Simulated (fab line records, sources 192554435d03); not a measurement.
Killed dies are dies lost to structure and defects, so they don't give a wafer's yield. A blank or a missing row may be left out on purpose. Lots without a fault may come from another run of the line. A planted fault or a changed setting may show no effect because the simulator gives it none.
Chamber matching | flow n5_finfet | N5_BEOL_M0_CUTY_DESCUM_61 on rie_diel-03: 4 sister chambers
The step chemistry O2, time 7.9 s. 4 wafers are shown with their chamber, then 9 later ones without.

WAFERS WITH THEIR CHAMBER
wafer  | chamber | drypump_motor_current_A (A)
L086.3 | 1       | 5.1
L087.1 | 2       | 5.7
L087.4 | 0       | 6.4
L087.6 | 3       | 5.4

WAFERS WITHOUT THEIR CHAMBER
wafer  | drypump_motor_current_A (A)
L089.2 | 5.4
L089.4 | 5.6
L089.6 | 5.1
L094.1 | 6.3
L094.4 | 5.6
L094.5 | 5.1
L095.1 | 5.6
L095.3 | 5.1
L095.6 | 6.4

WHICH CHAMBER EACH WENT THROUGH
wafer  | from the rows above     | in truth
L089.2 | 3                       | 3
L089.4 | can't be placed: 2 or 3 | 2
L089.6 | 1                       | 1
L094.1 | 0                       | 0
L094.4 | can't be placed: 2 or 3 | 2
L094.5 | 1                       | 1
L095.1 | can't be placed: 2 or 3 | 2
L095.3 | 1                       | 1
L095.6 | 0                       | 0
Placed correctly: 6 of 9. Can't be placed from these rows: 3 (the true chamber is among the candidates in 3). Placed wrongly: 0.
How it was worked out, from the rows above alone: a wafer's distance from a chamber is the root of the sum, over the readings, of the square of ((its reading less the chamber's mean) divided by the reading's scatter). The wafer belongs to the nearest chamber; if the next one is less than 2 further off, it can't be placed. A chamber's mean is the mean of its shown wafers. The scatter: with one shown wafer a chamber, the root of the mean of the squares of how far each hidden wafer lies from its nearest shown one.
